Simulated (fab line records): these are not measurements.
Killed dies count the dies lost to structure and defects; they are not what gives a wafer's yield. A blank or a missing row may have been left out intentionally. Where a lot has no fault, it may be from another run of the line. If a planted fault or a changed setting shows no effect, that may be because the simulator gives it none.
Chamber matching | flow nand-harc | 4 sister chambers for NHARC_A_M1_CMP_23 on cmp-04
The step polishes, t overpolish 20 s, target thk 154.34 nm. 8 wafers are shown with their chamber, then 7 later ones without.

## WAFERS, EACH WITH ITS CHAMBER
wafer  | chamber | motor-current-A (A) | time-to-endpoint-s (s)
L179.2 | 1       | 12.8                | 27.8
L181.2 | 2       | 11.6                | 26.3
L190.1 | 2       | 10.6                | 26.4
L190.5 | 1       | 12.7                | 27.5
L192.4 | 3       | 11.4                | 25.7
L192.5 | 0       | 12.7                | 26.1
L197.1 | 0       | 13.2                | 25.4
L197.2 | 3       | 11.3                | 26.2

## WAFERS WHOSE CHAMBER IS MISSING
wafer  | motor-current-A (A) | time-to-endpoint-s (s)
L197.5 | 10.9                | 26.6
L196.3 | 12.7                | 31.5
L196.4 | 12.0                | 30.2
L196.5 | 12.2                | 32.7
L198.1 | 12.2                | 25.6
L198.2 | 13.1                | 28.2
L198.3 | 11.1                | 26.7

## EACH ONE'S CHAMBER
wafer  | from the rows above          | in truth
L197.5 | can't be placed: 2 or 3      | 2
L196.3 | 1                            | 1
L196.4 | 1                            | 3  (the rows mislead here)
L196.5 | 1                            | 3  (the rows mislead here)
L198.1 | can't be placed: 0 or 3 or 2 | 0
L198.2 | 1                            | 1
L198.3 | can't be placed: 2 or 3      | 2
Correctly placed: 2 of 7. Can't be placed from these rows: 3 (the true chamber is among the candidates in 3). 2 placed wrongly.
How it was worked out, from the rows above alone: a wafer's distance from a chamber is the root of the sum, over the readings, of the square of ((its reading less the chamber's mean) divided by the reading's scatter). If the next closest chamber is less than 2 further off than the closest, the wafer can't be placed; otherwise it belongs to the closest. A chamber's mean is the mean of its shown wafers. The scatter is the square root of a quotient: the sum, over the shown wafers, of each reading's squared deviation from its chamber's mean, divided by wafers minus chambers.
